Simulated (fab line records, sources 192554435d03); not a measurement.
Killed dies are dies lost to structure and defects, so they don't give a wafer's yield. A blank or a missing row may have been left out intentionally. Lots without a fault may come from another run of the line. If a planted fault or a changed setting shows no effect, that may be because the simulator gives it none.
fab line records    flow n5_finfet
record: lots: 9  wafers: 26  last_day: 18
route steps=1938 shown SDB@364 BEOL_M4@1111
lots with no fault: from the same line, run without faults
start_h: start of the lot's first displayed wafer, in hours after the record's first day    wait_h: hours since the lot's step before    " same as the row above    L1.1+2: one row covering several wafers at once    - value missing, or start not given    * or withheld: withheld    < > ~ a bound
route shown NAME@n: NAME is a module with steps in the file, n the number in the route of the first one    usual: mean/standard deviation of fault-free wafers    same: alike in all rows    chamber/n: place in a boat    sites: readings site by site    _std_site: the values' standard deviation    _edge_site: outer sites' mean less inner sites'    radius_mm: how far each site lies from the wafer's centre    mask NAME#n: copy n    behind: the last tool/chamber to shape the wafer    hold: cause of the lot's hold/its duration in hours/its outcome    device: the transistor (n, p or np) that didn't switch    end of line: the same wafers' tests at the end of the route    where a step has no rows: the recipe by itself    killed: at the first sort, the dies lost to defects and structure; wafer yield is something else    map: a wafer's dies, x killed, . not, _ none there
set.NAME: the setting as run; set.NAME@STEP: as run at that earlier step    model.NAME: the simulator's own value behind a step, which no gauge read
steps of the route over a sample of lots; a table a step, a row a wafer
services: when a tool's chamber went out of use (start_h, in hours from the record's first day, below 0 if earlier), for how many hours, and the reason
== steps ==
step: N5_SDB_HM_OPEN_20
recipe: chemistry: CH3F/O2  target: SiNx  mask_material: SOC  target_depth_a: 240  stop_on: poly-Si  over_etch_frac: 0.4  ion_energy_ev: 120  pressure_mtorr: 30  source_w: 395  bias_w: 73  Ar_flow_sccm: 150  CH3F_flow_sccm: 30  O2_flow_sccm: 20
usual: drypump_motor_current_A: 5.8/0.37  oes_ar_750_au: 0.77/0.087  oes_product_au: 0.63/0.069  rf_vpp_V: 298/6.5  showerhead_plenum_p_Torr: 2.01/0.072  throttle_valve_pct: 16.34/0.28
lot.wafer  tool         chamber  start_h  wait_h  drypump_motor_current_A  oes_ar_750_au  oes_product_au  rf_hours_counter_h  rf_vpp_V  showerhead_plenum_p_Torr  throttle_valve_pct
L428.4     rie_diel-04  0        66.21    0.0     6.4                      0.75           0.61            198                 290       2.08                      16.92
L428.5     "            3        "        "       5.7                      0.71           0.58            -                   302       2.06                      16.47
L428.6     "            0        "        "       6.4                      0.74           0.61            -                   290       2.08                      16.92
L431.2     rie_diel-04  3        84.36    0.0     5.7                      0.71           0.58            215                 301       2.05                      16.49
L431.3     "            2        "        "       5.5                      0.74           0.61            147                 307       1.92                      16.26
L431.6     "            0        "        "       6.4                      0.74           0.61            -                   289       2.08                      16.93
L432.1     rie_diel-04  3        91.86    0.0     5.7                      0.71           0.57            218                 301       2.05                      16.49
L432.3     "            1        "        "       6.1                      0.90           0.74            30                  299       2.04                      16.04
L432.6     "            3        "        "       5.7                      0.71           0.58            -                   302       2.05                      16.49
L441.2     rie_diel-04  3        146.37   0.0     5.7                      0.69           0.56            239                 301       2.05                      16.54
L441.5     "            3        "        "       5.7                      0.69           0.57            -                   301       2.05                      16.52
L441.6     "            0        "        "       6.4                      0.73           0.60            -                   290       2.07                      16.98
L442.3     rie_diel-03  3        151.72   0.0     5.6                      0.94           0.75            10                  287       1.97                      16.27
L442.4     "            1        "        "       5.8                      0.88           0.73            20                  301       2.02                      16.20
L442.6     "            2        "        "       5.8                      0.70           0.58            -                   288       1.90                      16.33
L443.3     rie_diel-04  0        154.82   0.0     6.4                      0.72           0.59            229                 289       2.07                      16.98
L443.4     "            1        "        "       6.1                      0.87           0.71            52                  299       2.03                      16.10
L443.6     "            1        "        "       6.1                      0.86           0.71            -                   299       2.03                      16.11
L445.1     rie_diel-03  2        168.19   0.0     5.9                      0.69           0.56            232                 289       1.90                      16.32
L445.3     "            0        "        "       5.8                      0.70           0.58            210                 304       2.06                      16.06
L445.6     "            3        "        "       5.5                      0.94           0.76            -                   287       1.96                      16.27
L448.1     rie_diel-03  0        189.03   0.0     5.8                      0.70           0.57            216                 304       2.06                      16.07
L448.2     "            2        "        "       5.9                      0.69           0.57            240                 288       1.89                      16.36
L448.6     "            1        "        "       5.8                      0.86           0.71            -                   302       2.02                      16.23
L449.1     rie_diel-05  2        194.77   0.0     5.1                      0.91           0.73            25                  293       2.14                      15.96
L449.3     "            3        "        "       5.7                      0.70           0.56            222                 302       1.97                      16.31
step: N5_SDB_STRIP_22
recipe: chemistry: N2/H2  power_w: 1000  temp_c: 250  h2_frac: 0.65  overash_fraction: 0.3  pressure_mtorr: withheld  n2_flow_sccm: 1750  h2_flow_sccm: 3250
usual: drypump_motor_current_A: 5.6/0.42  heater_power_w: 336/37  oes_product_au: 0.714/0.005  strip_time_to_endpoint_s: 96.2/0.39
lot.wafer  tool             chamber  start_h  wait_h  drypump_motor_current_A  heater_power_w  oes_product_au  rf_hours_counter_h  strip_time_to_endpoint_s
L428.4     plasma_asher-02  1        66.47    0.2     5.0                      315             0.708           -                   96.3
L428.5     "                0        "        "       5.9                      384             0.720           -                   95.8
L428.6     "                1        "        "       5.0                      313             0.707           -                   96.3
L431.2     plasma_asher-02  0        84.44    0.1     5.9                      392             0.717           35                  96.3
L431.3     "                0        "        "       5.9                      382             0.710           -                   97.0
L431.6     "                1        "        "       5.0                      314             0.712           -                   96.7
L432.1     plasma_asher-02  1        91.96    0.1     5.0                      323             0.715           37                  95.7
L432.3     "                0        "        "       5.9                      388             0.714           -                   95.4
L432.6     "                0        "        "       5.9                      388             0.717           -                   95.9
L441.2     plasma_asher-02  0        146.45   0.1     5.9                      383             0.706           47                  87.9
L441.5     "                1        "        "       5.0                      307             0.709           -                   88.1
L441.6     "                0        "        "       5.9                      391             0.702           -                   88.4
L442.3     plasma_asher-02  0        151.84   0.1     5.9                      387             0.721           -                   96.2
L442.4     "                1        "        "       5.0                      312             0.716           -                   95.9
L442.6     "                1        "        "       4.9                      324             0.716           -                   96.6
L443.3     plasma_asher-01  1        154.94   0.1     5.9                      322             0.711           -                   96.7
L443.4     "                0        "        "       5.7                      297             0.703           -                   95.9
L443.6     "                0        "        "       5.7                      297             0.714           -                   87.9
L445.1     plasma_asher-02  1        168.28   0.1     4.9                      317             0.712           52                  96.9
L445.3     "                1        "        "       5.0                      314             0.709           -                   96.4
L445.6     "                0        "        "       6.0                      389             0.714           -                   96.2
L448.1     plasma_asher-02  0        189.11   0.1     5.9                      386             0.714           56                  96.5
L448.2     "                1        "        "       5.0                      318             0.714           56                  96.8
L448.6     "                0        "        "       6.0                      391             0.708           -                   96.0
L449.1     plasma_asher-02  1        194.86   0.1     5.0                      307             0.710           57                  96.1
L449.3     "                1        "        "       5.0                      313             0.702           -                   95.7
step: N5_SDB_ALD_29
recipe: material: SiNx  target_thk_a: 300  temp_c: 400  ald_precursor_family: SiH2I2  ald_co_reactant: N2/H2-plasma  pulse_time_s: 1  ald_cycles: 600  purge_time_s: 2  co_reactant_purge_time_s: 2  pressure_torr: 2
usual: chamber_pressure_Torr: 2.000/0.0043  heater_power_w: 888/100  precursor_pulse_height_rel: 1.002/0.019
same: co_reactant_purge_time_s: 2
lot.wafer  tool        chamber  start_h  wait_h  chamber_pressure_Torr  heater_power_w  precursor_pulse_height_rel
L428.4     ald_sin-03  2        66.91    0.0     2.000                  958             1.023
L428.5     "           1        68.26    1.4     2.006                  963             1.017
L428.6     "           2        "        "       2.002                  952             1.024
L431.2     ald_sin-03  1        85.62    0.2     2.006                  965             0.991
L431.3     "           2        "        "       1.997                  933             1.002
L431.6     "           2        86.97    1.5     1.999                  941             0.997
L432.1     ald_sin-04  0        92.49    0.0     2.005                  774             1.003
L432.3     "           3        "        "       1.999                  1046            1.019
L432.6     "           0        93.84    1.4     2.000                  775             0.977
L441.2     ald_sin-04  0        147.21   0.0     1.994                  752             1.004
L441.5     "           1        148.56   1.4     1.995                  1003            1.035
L441.6     "           0        "        "       1.998                  740             1.011
L442.3     ald_sin-04  3        152.28   0.0     1.999                  1063            1.034
L442.4     "           1        153.63   1.4     1.995                  1000            1.016
L442.6     "           0        "        "       1.995                  758             0.994
L443.3     ald_sin-02  3        155.64   0.1     2.001                  929             1.030
L443.4     "           0        "        "       2.003                  815             0.988
L443.6     "           2        157.00   1.4     2.003                  850             0.979
L445.1     ald_sin-03  3        169.03   0.3     1.997                  843             0.999
L445.3     "           2        "        "       2.000                  927             0.955
L445.6     "           2        170.39   1.7     2.002                  983             1.005
L448.1     ald_sin-03  0        189.75   0.1     2.003                  752             0.988
L448.2     "           2        "        "       2.006                  944             0.994
L448.6     "           3        191.11   1.4     1.999                  861             1.030
L449.1     ald_sin-04  2        195.34   0.0     1.999                  963             0.970
L449.3     "           3        "        "       2.002                  1020            1.008
step: N5_SDB_THK_MEAS_31
recipe: reads: a-Si_of_DUMMY_GATE_CVD_03
usual: SDB_THK: 64.2/1
lot.wafer  tool           chamber  start_h  wait_h  SDB_THK[nm]
L428.4     film_metro-02  -        69.95    -       64.8
L428.5     "              -        "        "       64.7
L428.6     "              -        "        "       64.6
L431.2     film_metro-02  -        88.65    -       64.7
L431.3     "              -        "        "       63.5
L431.6     "              -        "        "       64.1
L432.1     film_metro-02  -        95.52    -       66.6
L432.3     "              -        "        "       62.5
L432.6     "              -        "        "       62.4
L441.2     film_metro-01  -        150.27   -       60.4
L441.5     "              -        "        "       61.8
L441.6     "              -        "        "       62.4
L442.3     film_metro-01  -        155.31   -       64.6
L442.4     "              -        "        "       63.0
L442.6     "              -        "        "       63.6
L443.3     film_metro-02  -        158.67   -       64.7
L443.4     "              -        "        "       63.9
L443.6     "              -        "        "       61.9
L445.1     film_metro-01  -        172.06   -       65.7
L445.3     "              -        "        "       64.5
L445.6     "              -        "        "       65.0
L448.1     film_metro-02  -        192.78   -       65.2
L448.2     "              -        "        "       63.1
L448.6     "              -        "        "       64.7
L449.1     film_metro-01  -        198.37   -       64.3
L449.3     "              -        "        "       64.3
step: N5_SDB_INSPECT_36
recipe: inspect_instrument: darkfield  mode: post_cmp
usual: raw_defect_count: 42/21
lot.wafer  tool               chamber  start_h  wait_h  raw_defect_count
L428.4     defect_inspect-01  -        69.98    0.0     29
L428.5     "                  -        "        "       17
L428.6     "                  -        "        "       18
L431.2     defect_inspect-02  -        88.67    0.0     16
L431.3     "                  -        "        "       17
L431.6     "                  -        "        "       26
L432.1     defect_inspect-01  -        95.54    0.0     34
L432.3     "                  -        "        "       63
L432.6     "                  -        "        "       21
L441.2     defect_inspect-02  -        150.29   0.0     51
L441.5     "                  -        "        "       35
L441.6     "                  -        "        "       32
L442.3     defect_inspect-01  -        155.34   0.0     45
L442.4     "                  -        "        "       49
L442.6     "                  -        "        "       60
L443.3     defect_inspect-02  -        158.70   0.0     50
L443.4     "                  -        "        "       66
L443.6     "                  -        "        "       33
L445.1     defect_inspect-01  -        172.09   0.0     35
L445.3     "                  -        "        "       19
L445.6     "                  -        "        "       49
L448.1     defect_inspect-02  -        192.81   0.0     26
L448.2     "                  -        "        "       29
L448.6     "                  -        "        "       67
L449.1     defect_inspect-02  -        198.40   0.0     66
L449.3     "                  -        "        "       72
step: N5_BEOL_M4_RC_MEAS_101
usual: DIBL_N: 36.5/1.8  DIBL_P: 36.5/2.1  IOFF_N: 0.17/0.031  IOFF_P: 0.22/0.036  ION_N: 677/11  ION_P: 463/8  SS_N: 71.6/0.61  SS_P: 73.3/0.63  VT_N: 249/3.1  VT_P: -250/3.3
lot.wafer  tool       chamber  start_h  wait_h  DIBL_N[mV/V]  DIBL_P[mV/V]  IOFF_N[nA/um]  IOFF_P[nA/um]  ION_N[uA/um]  ION_P[uA/um]  SS_N[mV/dec]  SS_P[mV/dec]  VT_N[mV]  VT_P[mV]
L428.4     prober-02  0        166.55   0.5     33.8          32.6          0.12           0.15           655           446           71.0          72.9          253       -257
L428.5     "          0        "        "       35.2          34.7          0.15           0.20           672           457           71.0          73.3          248       -250
L428.6     "          0        "        "       33.9          32.7          0.13           0.16           659           447           70.7          71.9          253       -255
L431.2     prober-02  0        182.71   0.2     40.8          41.5          0.23           0.26           683           462           72.8          74.2          245       -250
L431.3     "          0        "        "       37.6          38.2          0.17           0.20           688           465           71.1          73.7          248       -253
L431.6     "          0        "        "       37.2          36.6          0.15           0.18           675           454           71.1          73.3          251       -255
L432.1     prober-01  0        189.47   0.0     37.0          36.2          0.16           0.20           671           458           71.6          73.5          247       -251
L432.3     "          0        "        "       38.6          39.5          0.19           0.25           691           474           71.3          74.3          247       -247
L432.6     "          0        "        "       36.6          36.2          0.15           0.20           676           469           70.8          73.4          249       -248
L441.2     prober-02  0        247.60   0.2     38.1          37.8          0.17           0.20           675           452           72.2          73.4          251       -251
L441.5     "          0        "        "       38.4          38.9          0.19           0.23           684           464           72.9          74.0          248       -251
L441.6     "          0        "        "       34.5          34.7          0.12           0.16           672           462           71.4          73.6          252       -255
L442.3     prober-01  0        252.93   0.3     35.1          35.0          0.14           0.20           675           470           71.0          72.8          250       -250
L442.4     "          0        "        "       37.4          38.1          0.18           0.25           676           462           71.0          73.8          248       -248
L442.6     "          0        "        "       35.0          35.1          0.14           0.21           684           471           71.4          72.9          249       -249
L443.3     prober-01  0        265.26   0.3     38.7          39.2          0.20           0.24           682           463           71.7          74.4          247       -250
L443.4     "          0        "        "       36.5          36.5          0.16           0.19           671           458           71.4          73.7          250       -252
L443.6     "          0        "        "       37.8          38.0          0.18           0.21           691           462           71.4          73.2          250       -254
L445.1     prober-01  0        274.17   0.0     33.8          31.6          0.12           0.16           667           455           70.6          71.7          252       -252
L445.3     "          0        "        "       37.1          35.1          0.19           0.22           681           460           71.2          73.0          245       -246
L445.6     "          0        "        "       35.9          33.6          0.17           0.19           668           455           71.5          73.0          247       -251
L448.1     prober-01  0        306.24   0.0     35.3          37.2          0.15           0.20           679           467           70.5          73.8          250       -252
L448.2     "          0        "        "       34.3          35.6          0.13           0.18           677           464           71.4          73.4          251       -252
L448.6     "          0        "        "       34.7          36.1          0.14           0.19           675           465           71.3          73.8          250       -250
L449.1     prober-02  0        309.07   0.0     33.1          32.2          0.11           0.17           649           458           70.5          72.9          253       -252
L449.3     "          0        "        "       36.2          36.9          0.17           0.22           664           463           72.0          72.4          251       -249
== services ==
tool             chamber  start_h  hours  kind
ald_sin-03       1        44.20    2.4    repair
rie_diel-04      2        53.58    6.0    repair
ald_sin-04       2        55.52    1.4    repair
ald_sin-02       -        87.15    14.0   pm
rie_diel-05      2        91.55    11.1   repair
ald_sin-02       -        101.15   6.1    pm
plasma_asher-01  -        105.82   1.8    repair
rie_diel-03      -        118.04   2.8    pm
rie_diel-04      2        122.02   1.8    repair
ald_sin-03       -        130.20   1.2    repair
ald_sin-02       3        158.10   10.5   repair
ald_sin-03       1        166.43   8.9    repair
rie_diel-05      0        166.50   3.8    repair
rie_diel-05      3        168.28   4.5    repair
ald_sin-02       2        171.21   14.8   repair
ald_sin-04       -        176.75   14.0   pm
ald_sin-04       0        176.75   14.0   vent_cycle
ald_sin-04       1        176.75   14.0   vent_cycle
ald_sin-04       2        176.75   14.0   vent_cycle
ald_sin-04       3        176.75   14.0   vent_cycle
rie_diel-04      3        176.86   -      clean
rie_diel-04      3        176.86   -      consumable_replace:focus_ring
rie_diel-04      3        176.86   19.3   scheduled_down
rie_diel-04      3        176.86   19.3   vent_cycle
== key ==
first_sign: step: N5_SDB_STRIP_22  reading: strip_time_to_endpoint_s  direction: down  sigmas: 21  usual: *  struck: *
effect: step: N5_SDB_THK_MEAS_31  reading: SDB_THK  direction: down  sigmas: 2.5  usual: 64.2  struck: 61.6
met_at N5_SDB_HM_OPEN_20
struck_lots L441,L443
struck_wafers L441.2,L441.5,L441.6,L443.6
not_acting_at N5_SDB_ALD_29,N5_SDB_THK_MEAS_31,N5_SDB_INSPECT_36
onset_between 91.86 146.37
fault: kind: process_parameter_drift  tool: rie_diel-04  chamber: -  onset_h: 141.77  steps: N5_SDB_HM_OPEN_20  channel: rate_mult  offset: 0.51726  shape: step  end_h: 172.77  scope: struck_wafers_only
